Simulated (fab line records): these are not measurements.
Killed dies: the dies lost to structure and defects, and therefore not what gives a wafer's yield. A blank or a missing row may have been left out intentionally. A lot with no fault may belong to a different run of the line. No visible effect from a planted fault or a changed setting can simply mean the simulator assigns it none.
Which tool did it? ; flow nand harc ; 23 lots with 69 wafers sampled at 4 steps, on a route of 1302 steps

WHAT THE GAUGES SHOWED, per wafer
NHARC_A_SOURCE_PLATE_THK_MEAS_06: measures by ellipsometry. Usual: 199.9 nm for thk nm, sd 2.
lot;measured;on;thk nm (nm);flag
L074;day 7 17:52;film metro-02;202.4 201.0 202.8;
L075;day 8 04:10;film metro-01;202.1 199.4 201.4;
L076;day 8 08:26;film metro-01;202.1 198.9 199.6;
L077;day 9 03:38;film metro-02;196.5 195.5 198.4;
L078;day 9 03:38;film metro-01;196.8 197.2 197.4;
L079;day 9 21:49;film metro-02;197.4 200.2 201.9;
L080;day 10 04:53;film metro-02;200.5 199.3 199.2;
L082;day 10 21:47;film metro-01;200.1 200.6 202.1;
L083;day 11 16:04;film metro-01;200.3 201.3 203.0;
L084;day 11 23:11;film metro-01;200.5 199.1 199.9;
L085;day 12 09:49;film metro-02;201.7 204.1 203.2;
L086;day 12 15:27;film metro-02;199.9 200.4 198.3;
L087;day 13 13:33;film metro-02;201.6 201.4 201.2;
L088;day 13 13:33;film metro-01;197.7 197.2 198.1;
L089;day 13 19:55;film metro-01;200.5 202.7 201.4;
L090;day 14 12:06;film metro-02;201.9 202.2 201.6;
L091;day 14 12:06;film metro-01;201.5 200.9 199.9;
L092;day 15 07:02;film metro-01;198.6 198.8 199.3;
L093;day 15 07:02;film metro-02;200.7 197.9 201.0;
L094;day 16 05:14;film metro-01;201.9 203.6 203.1;
L095;day 16 05:14;film metro-02;199.0 197.1 197.2;
L096;day 16 21:03;film metro-01;199.2 202.9 200.8;
L097;day 17 14:59;film metro-01;196.4 198.5 196.9;

WHAT TOOL EACH LOT RAN ON (gives the tool, then ch and the chambers of the sampled wafers, and finally the start)
lot;NHARC_P_BONDPAD_ETCH_12;NHARC_P_BONDPAD_STRIP_15;NHARC_P_BONDPAD_PVD_17
L074;rie diel-06 ch 0,2, day 6 19:58 or earlier;rie diel-02 ch 0,1,2, day 6 19:58;pvd sputter-01, day 7 17:52 or earlier
L075;rie diel-08 ch 0,3, day 7 03:45 or earlier;rie diel-06 ch 0,1,2, day 7 03:45;pvd sputter-01, day 8 04:10 or earlier
L076;rie diel-02 ch 1,2,3, day 7 07:48 or earlier;rie diel-08 ch 1,2,3, day 7 07:48;pvd sputter-02, day 8 08:26 or earlier
L077;rie diel-06 ch 0,1, day 8 02:49 or earlier;rie diel-06 ch 1,2, day 8 02:49;pvd sputter-01, day 9 03:38 or earlier
L078;rie diel-02 ch 2,3, day 8 04:08 or earlier;rie diel-06 ch 1,2, day 8 04:08;pvd sputter-02, day 9 03:38 or earlier
L079;rie diel-06 ch 0,1,2, day 8 21:11 or earlier;rie diel-02 ch 1,2,3, day 8 21:11;pvd sputter-03, day 9 21:49 or earlier
L080;rie diel-02 ch 0,1, day 9 04:38 or earlier;rie diel-06 ch 0,1,2, day 9 04:38;pvd sputter-02, day 10 04:53 or earlier
L082;rie diel-08 ch 0,3, day 9 20:38 or earlier;rie diel-02 ch 0,1,3, day 9 20:38;pvd sputter-03, day 10 21:47 or earlier
L083;rie diel-02 ch 0,3, day 10 14:23 or earlier;rie diel-06 ch 2,3, day 10 14:23;pvd sputter-03, day 11 16:04 or earlier
L084;rie diel-08 ch 1,2, day 10 21:10 or earlier;rie diel-02 ch 0,1,3, day 10 21:10;pvd sputter-01, day 11 23:11 or earlier
L085;rie diel-02 ch 1,2,3, day 11 06:26 or earlier;rie diel-02 ch 0,3, day 11 06:26;pvd sputter-03, day 12 09:49 or earlier
L086;rie diel-02 ch 0,1,3, day 11 11:59 or earlier;rie diel-06 ch 0,1,3, day 11 11:59;pvd sputter-03, day 12 15:27 or earlier
L087;rie diel-06 ch 0,1,3, day 12 11:25 or earlier;rie diel-02 ch 0,2,3, day 12 11:25;pvd sputter-02, day 13 13:33 or earlier
L088;rie diel-06 ch 0,1,3, day 12 13:25 or earlier;rie diel-02 ch 0,2,3, day 12 13:25;pvd sputter-02, day 13 13:33 or earlier
L089;rie diel-02 ch 0,3, day 12 16:35 or earlier;rie diel-06 ch 1,3, day 12 16:35;pvd sputter-01, day 13 19:55 or earlier
L090;rie diel-06 ch 0,2,3, day 13 08:06 or earlier;rie diel-02 ch 0,2,3, day 13 08:06;pvd sputter-02, day 14 12:06 or earlier
L091;rie diel-08 ch 2,3, day 13 13:29 or earlier;rie diel-08 ch 0,1, day 13 13:29;pvd sputter-03, day 14 12:06 or earlier
L092;rie diel-06 ch 0,1,2, day 14 06:40 or earlier;rie diel-08 ch 1,3, day 14 06:40;pvd sputter-03, day 15 07:02 or earlier
L093;rie diel-02 ch 0,2,3, day 14 07:01 or earlier;rie diel-06 ch 0,2, day 14 07:01;pvd sputter-02, day 15 07:02 or earlier
L094;rie diel-08 ch 0,1, day 15 03:31 or earlier;rie diel-08 ch 0,2,3, day 15 03:31;pvd sputter-03, day 16 05:14 or earlier
L095;rie diel-06 ch 1,3, day 15 06:57 or earlier;rie diel-02 ch 1,2,3, day 15 06:57;pvd sputter-03, day 16 05:14 or earlier
L096;rie diel-08 ch 0,3, day 15 20:24 or earlier;rie diel-08 ch 1,3, day 15 20:24;pvd sputter-01, day 16 21:03 or earlier
L097;rie diel-02 ch 1,3, day 16 12:09 or earlier;rie diel-06 ch 0,1,3, day 16 12:09;pvd sputter-02, day 17 14:59 or earlier
- NHARC_P_BONDPAD_ETCH_12: etches the open film in CHF3/O2, target depth 200 nm, time 100 s.
- NHARC_P_BONDPAD_STRIP_15: strips in O2.
- NHARC_P_BONDPAD_PVD_17: deposits TaN, target thk 5 nm, time 8.06 s.

AS READ BY THE TOOLS THEMSELVES (means over the sampled wafers that have a number; for cases with no such wafer, the mark the record gives instead)
NHARC_P_BONDPAD_ETCH_12. Usual: bias w 200.1 W, standard deviation 0.61; chamber pressure mTorr 25.001 mTorr, standard deviation 0.021; drypump motor current A 5.8 A, standard deviation 0.37; oes product au 0.947 a.u., standard deviation 0.024; rf fwd power W 496.5 W, standard deviation 1.8; rf vpp V 370.3 V, standard deviation 2.4; showerhead plenum p Torr 2.39 Torr, standard deviation 0.11; throttle valve pct 20.572 %, standard deviation 0.0086.
lot;tool;bias w (W);chamber pressure mTorr (mTorr);drypump motor current A (A);oes product au (a.u.);rf fwd power W (W);rf vpp V (V);showerhead plenum p Torr (Torr);throttle valve pct (%);flag
L074;rie diel-06;200.6;25.003;5.9;0.959;496.3;371.1;2.42;20.570;
L075;rie diel-08;199.8;24.983;5.8;0.940;497.5;371.3;2.45;20.579;
L076;rie diel-02;199.9;24.994;5.4;0.929;496.6;369.2;2.35;20.581;
L077;rie diel-06;199.9;25.002;6.2;0.939;496.6;369.5;2.29;20.561;
L078;rie diel-02;200.2;25.014;5.4;0.930;497.4;370.6;2.37;20.572;
L079;rie diel-06;199.5;24.997;5.9;0.920;497.0;370.0;2.37;20.562;
L080;rie diel-02;200.6;25.022;6.0;0.919;494.9;372.0;2.48;20.565;
L082;rie diel-08;200.7;25.018;5.8;0.961;498.2;368.9;2.34;20.574;
L083;rie diel-02;199.5;24.999;5.7;0.977;497.0;372.8;2.47;20.571;
L084;rie diel-08;200.5;24.978;5.8;0.926;497.0;371.6;2.44;20.562;
L085;rie diel-02;200.1;25.016;5.4;0.974;499.5;370.0;2.35;20.569;
L086;rie diel-02;199.8;24.998;5.7;0.929;496.5;371.1;2.42;20.566;
L087;rie diel-06;200.2;25.013;5.9;0.970;496.3;369.6;2.34;20.578;
L088;rie diel-06;200.2;24.989;5.9;0.920;496.9;369.6;2.34;20.573;
L089;rie diel-02;199.6;25.009;6.1;0.975;494.1;373.1;2.52;20.569;
L090;rie diel-06;200.3;25.007;5.9;0.925;494.8;369.8;2.38;20.577;
L091;rie diel-08;200.0;24.999;5.6;0.929;496.9;372.3;2.51;20.574;
L092;rie diel-06;199.8;25.011;5.9;0.972;496.1;369.7;2.37;20.577;
L093;rie diel-02;199.9;25.003;5.7;0.982;496.0;371.8;2.44;20.568;
L094;rie diel-08;200.3;25.000;6.0;0.933;496.9;370.5;2.37;20.575;
L095;rie diel-06;200.7;24.992;5.7;0.946;495.0;369.7;2.39;20.570;
L096;rie diel-08;199.9;24.989;5.8;0.927;496.3;368.2;2.34;20.576;
L097;rie diel-02;200.9;25.022;5.3;0.984;496.6;368.8;2.32;20.572;

NHARC_P_BONDPAD_STRIP_15. Usual: chamber pressure mTorr 60.00 mTorr, standard deviation 0.057; drypump motor current A 5.8 A, standard deviation 0.39; oes product au 1.002 a.u., standard deviation 0.012; rf vpp V 57.7 V, standard deviation 0.96; showerhead plenum p Torr 3.53 Torr, standard deviation 0.15; throttle valve pct 17.036 %, standard deviation 0.0092.
lot;tool;chamber pressure mTorr (mTorr);drypump motor current A (A);oes product au (a.u.);rf vpp V (V);showerhead plenum p Torr (Torr);throttle valve pct (%);flag
L074;rie diel-02;60.02;5.7;0.992;56.9;3.53;17.043;
L075;rie diel-06;59.98;5.9;1.001;58.4;3.49;17.037;
L076;rie diel-08;59.94;5.7;1.016;59.1;3.63;17.042;
L077;rie diel-06;60.01;5.7;0.993;57.4;3.54;17.031;
L078;rie diel-06;60.03;5.7;0.993;57.5;3.61;17.036;
L079;rie diel-02;59.98;5.4;0.998;57.8;3.45;17.035;
L080;rie diel-06;59.97;5.9;0.991;57.5;3.49;17.027;
L082;rie diel-02;59.99;5.7;1.006;57.5;3.56;17.036;
L083;rie diel-06;59.99;5.7;1.012;57.5;3.58;17.038;
L084;rie diel-02;59.96;5.7;1.001;58.4;3.56;17.042;
L085;rie diel-02;60.07;6.1;0.996;58.4;3.70;17.024;
L086;rie diel-06;60.05;5.9;0.988;56.8;3.44;17.038;
L087;rie diel-02;60.03;5.7;1.010;58.7;3.59;17.036;
L088;rie diel-02;60.03;5.7;1.012;57.5;3.59;17.035;
L089;rie diel-06;60.00;5.7;0.998;57.5;3.50;17.042;
L090;rie diel-02;59.97;5.7;1.008;58.1;3.59;17.021;
L091;rie diel-08;60.01;6.0;1.007;56.8;3.39;17.032;
L092;rie diel-08;60.02;5.9;1.010;57.6;3.69;17.035;
L093;rie diel-06;60.03;6.2;0.990;57.0;3.42;17.030;
L094;rie diel-08;59.93;5.7;1.000;56.2;3.54;17.038;
L095;rie diel-02;60.04;5.4;1.015;57.9;3.44;17.040;
L096;rie diel-08;60.00;5.9;0.998;57.9;3.69;17.037;
L097;rie diel-06;60.01;5.9;0.997;57.5;3.44;17.033;

NHARC_P_BONDPAD_PVD_17. Usual: cathode dc power W 15000 W, standard deviation 2.6; throttle valve pct 30.3 %, standard deviation 1.1.
lot;tool;cathode dc power W (W);throttle valve pct (%);flag
L074;pvd sputter-01;14999;30.5;
L075;pvd sputter-01;15001;30.7;
L076;pvd sputter-02;14999;30.5;
L077;pvd sputter-01;14999;30.3;
L078;pvd sputter-02;15002;31.2;
L079;pvd sputter-03;15001;29.6;
L080;pvd sputter-02;14999;30.9;
L082;pvd sputter-03;14999;29.5;
L083;pvd sputter-03;15000;29.7;
L084;pvd sputter-01;14999;31.4;
L085;pvd sputter-03;14998;28.9;
L086;pvd sputter-03;15000;29.5;
L087;pvd sputter-02;15002;30.7;
L088;pvd sputter-02;15002;31.7;
L089;pvd sputter-01;14998;30.2;
L090;pvd sputter-02;15001;30.9;
L091;pvd sputter-03;14998;29.3;
L092;pvd sputter-03;15000;29.1;
L093;pvd sputter-02;15001;30.6;
L094;pvd sputter-03;15002;28.9;
L095;pvd sputter-03;14999;29.2;
L096;pvd sputter-01;15001;29.7;
L097;pvd sputter-02;14998;31.4;

THE ANSWER, worked out from the rows above alone
Rule: lot off if the mean of its wafers having a number is beyond 3 standard deviations from the usual mean. A lot without any number at a reading at which 4 lots or more have one is off too. All remaining lots with rows at the step are treated as sound. Order of review: gauges by route order, followed by the tools' own readings, for which a lot's mean as printed above is used. At the first step where some lot is off, the reading lying furthest off is the one used; lots without a number count as furthest.
None of the lots is off at any reading shown; this tells nothing.

WHAT THE SIMULATOR PUT IN
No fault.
